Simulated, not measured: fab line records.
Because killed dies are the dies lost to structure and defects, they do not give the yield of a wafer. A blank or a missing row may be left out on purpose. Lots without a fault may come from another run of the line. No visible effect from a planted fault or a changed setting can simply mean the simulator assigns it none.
The tool behind it: which one? :: flow nand-harc :: Sampling: 6 lots, 18 wafers, 2 of 1159 route steps

## WHAT THE GAUGES READ, wafer by wafer
NHARC_THIN_TSV_THK_MEAS_02: measures by ir.
lot: L797
measured: day 19 14:07
on: film-metro-01
thk-nm (nm): 3185 2917 2926

lot: L798
measured: day 19 21:35
on: film-metro-02
thk-nm (nm): 2598 2816 2881

lot: L802
measured: day 20 05:29
on: film-metro-02
thk-nm (nm): 3124 3082 3053

lot: L804
measured: day 21 00:43
on: film-metro-01
thk-nm (nm): 2812 3250 2737

lot: L805
measured: day 21 03:07
on: film-metro-01
thk-nm (nm): 2862 3070 3063

lot: L815
measured: day 23 16:00
on: film-metro-01
thk-nm (nm): 2910 2796 2881

## TOOL THAT RAN EACH LOT (tool first, then ch and the chambers of the sampled wafers, then the start)
lot: L797
NHARC_A_CONTACT_ETCH_98: rie-diel-12 ch 0,1,3, day 17 22:22

lot: L798
NHARC_A_CONTACT_ETCH_98: rie-diel-03 ch 0,2,3, day 18 08:08

lot: L802
NHARC_A_CONTACT_ETCH_98: rie-diel-08 ch 1,2,3, day 18 20:41

lot: L804
NHARC_A_CONTACT_ETCH_98: rie-diel-08 ch 0,2,3, day 19 08:25

lot: L805
NHARC_A_CONTACT_ETCH_98: rie-diel-08 ch 0,2, day 19 13:46

lot: L815
NHARC_A_CONTACT_ETCH_98: rie-diel-03 ch 0,1,2, day 22 02:13
- NHARC_A_CONTACT_ETCH_98: etches the open film in C4F6/O2, target depth 20 nm, time 10 s.

## THE ANSWER, worked out from the rows above alone
Rule: the lots themselves supply what counts as usual. The widest of any qualifying gaps counts: lots, ordered by their means at a reading, are off when they make up no more than a third of the lots, leave a main group of 4 or more, and stand apart from it by 3 or more times the standard deviation of that group's means. Not used: any main group whose means are identical at the precision the tables above print for the reading. A lot without any number at a reading at which 4 lots or more have one is off too. Any other lot the step has rows for is counted as sound.
Across all readings shown, no lot is off: no conclusion can be drawn from this.

## WHAT THE SIMULATOR HAD INSERTED
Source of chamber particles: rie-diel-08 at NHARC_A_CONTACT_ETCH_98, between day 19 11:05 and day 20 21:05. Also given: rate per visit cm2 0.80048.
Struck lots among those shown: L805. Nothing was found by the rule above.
